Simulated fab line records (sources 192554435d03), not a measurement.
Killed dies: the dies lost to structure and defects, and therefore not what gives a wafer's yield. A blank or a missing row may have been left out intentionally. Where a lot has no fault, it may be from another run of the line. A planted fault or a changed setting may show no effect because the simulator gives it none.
Split-lot experiment ; flow n5Finfet ; on a route of 1938 steps: 7 lots, 21 wafers read

## SPLIT DETAILS
At N5_BEOL_M0_CUTY_ETCH_63 (etches SOC in N2/H2, target depth 82.7 nm, overetch 16.5 nm, time 124 s), the setting sourceW was moved away from the recipe's 840 W on 7 of the 21 wafers read, by -17.7% to +10.7%. For the rest of the wafers, this setting stayed at what the recipe calls for.

The split's own step is where the reading is taken.

## THE READING
rfVppV, in V, at N5_BEOL_M0_CUTY_ETCH_63 (etches SOC in N2/H2, target depth 82.7 nm, overetch 16.5 nm, time 124 s). Typical for fault-free wafers on this fab line: 525.5 V, with standard deviation 2.2 V.

wafer;tool, chamber at the split;sourceW as run, W;against the recipe;rfVppV, V;against lot-mates on the recipe
L079.1;rieDiel-02, 0;840;recipe;525.3;-
L079.3;rieDiel-02, 2;840;recipe;521.1;-
L079.5;rieDiel-02, 0;840;recipe;527.2;-
L082.2;rieDiel-05, 1;840;recipe;522.8;-
L082.4;rieDiel-05, 3;723.6;-13.9%;553.5;+31.5
L082.5;rieDiel-05, 1;840;recipe;521.1;-
L087.1;rieDiel-02, 3;840;recipe;527.1;-
L087.3;rieDiel-02, 1;929.7;+10.7%;505.2;-20.0
L087.4;rieDiel-02, 1;840;recipe;523.2;-
L091.3;rieDiel-02, 3;741.8;-11.7%;549.5;+23.7
L091.4;rieDiel-02, 1;840;recipe;522.3;-
L091.5;rieDiel-02, 2;840;recipe;529.3;-
L093.1;rieDiel-05, 1;840;recipe;521.3;-
L093.2;rieDiel-05, 0;886.7;+5.6%;517.0;-4.3
L093.4;rieDiel-05, 2;886.7;+5.6%;517.6;-3.7
L094.1;rieDiel-02, 3;840;recipe;526.8;-
L094.2;rieDiel-02, 2;840;recipe;530.8;-
L094.6;rieDiel-02, 0;840;recipe;525.7;-
L096.2;rieDiel-05, 3;691;-17.7%;561.1;+39.0
L096.4;rieDiel-05, 0;691;-17.7%;560.9;+38.8
L096.5;rieDiel-05, 1;840;recipe;522.1;-

THE FIT
A straight line over all 21 wafers: rfVppV changes by -1.98 V for each +1% of sourceW; r = -0.98; the points scatter about the line by 2.9 V.
The same after taking each lot's own level away (the mean of its wafers on the recipe; 21 wafers): -2.03 V for each +1%; r = -0.98; scatter 3 V.
Per that fit: largest sourceW move, reading shift of 36 V.
The lots' own levels span 521.30 to 527.77 V, that is 2.9 times the standard deviation above.
Hence the lot-to-lot level has little effect on the slope; both slopes agree.
Check: +36.6 V against its lot-mates is what the line predicts for one of the wafers moved furthest among these (-17.7%) when that wafer is left out of the fit. It came out at +39 V against them.
Tool readings at the split's step, against how far the setting was moved: rfVppV r = -0.98.

## FURTHER SPLITS ON THESE WAFERS
Before the reading, these wafers also passed through other splits. Each is held against what the fit with the lots' levels taken away leaves over:
other split on the same wafers;wafers away from the commonest value;r with rfVppV (lot level and that fit taken away)
N5_MOL_CONTACT_COAG_EXPOSE_37 doseMj;10;-0.21
N5_MOL_CONTACT_COAG_ALD_133 aldCycles;8;-0.30
N5_BEOL_M0_SAQP_ETCH_107 sourceW;6;+0.36

## THE WHOLE CHAIN: every reading that the file lists as answering this split, in the file's order
step;what it does;reading;change (the file's fit);r (the file's)
N5_BEOL_M0_CUTY_ETCH_63;etches SOC in N2/H2, target depth 82.7 nm, overetch 16.5 nm, time 124 s;rfVppV;-2.08 V for each +1% of the setting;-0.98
N5_BEOL_M0_CUTY_ETCH_63;etches SOC in N2/H2, target depth 82.7 nm, overetch 16.5 nm, time 124 s;SiO2_of_BEOL_M0_SAQP_SPACER2_ALD_26.thkNm (the simulator's own value, which no gauge read);-0.0231 nm for each +1% of the setting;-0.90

## FILE'S OWN FIT
rfVppV changes by -2.08 V for each +1% of sourceW, r = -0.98.
